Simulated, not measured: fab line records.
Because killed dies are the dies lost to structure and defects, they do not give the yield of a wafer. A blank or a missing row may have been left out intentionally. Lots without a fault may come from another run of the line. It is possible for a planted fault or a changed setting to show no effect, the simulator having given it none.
Matching of chambers	flow n5-finfet	rie-diel-04 running N5_DUMMY_GATE_ETCH_42: 3 sister chambers
The step etches SiO2 in CHF3/O2, target depth 3.5 nm, time 31 s. 3 wafers are shown with their chamber, then 6 later ones without.

== WAFERS PAIRED WITH THEIR CHAMBERS ==
wafer	chamber	drypump-motor-current-A (A)
L084.3	2	5.3
L093.1	3	5.3
L093.2	0	5.7

== WAFERS MISSING THEIR CHAMBER ==
wafer	drypump-motor-current-A (A)
L093.4	5.3
L095.2	5.2
L095.4	5.3
L095.6	5.2
L096.1	5.3
L096.3	5.6

== THE CHAMBER EACH PASSED THROUGH ==
wafer	from the rows above	in truth
L093.4	can't be placed: 2 or 3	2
L095.2	can't be placed: 2 or 3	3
L095.4	can't be placed: 2 or 3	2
L095.6	can't be placed: 2 or 3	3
L096.1	can't be placed: 2 or 3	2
L096.3	0	0
1 of 6 placed correctly. Unplaceable from these rows: 5, with the true chamber sitting among the candidates in 5. Number placed wrongly: 0.
How it was worked out, from the rows above alone: a wafer's distance from a chamber is the root of the sum, over the readings, of the square of ((its reading less the chamber's mean) divided by the reading's scatter). If the next closest chamber is less than 2 further off than the closest, the wafer can't be placed; otherwise it belongs to the closest. A chamber's mean is the mean of its shown wafers. The scatter: root of mean squared gap, hidden wafer to nearest shown wafer, with one shown wafer a chamber.
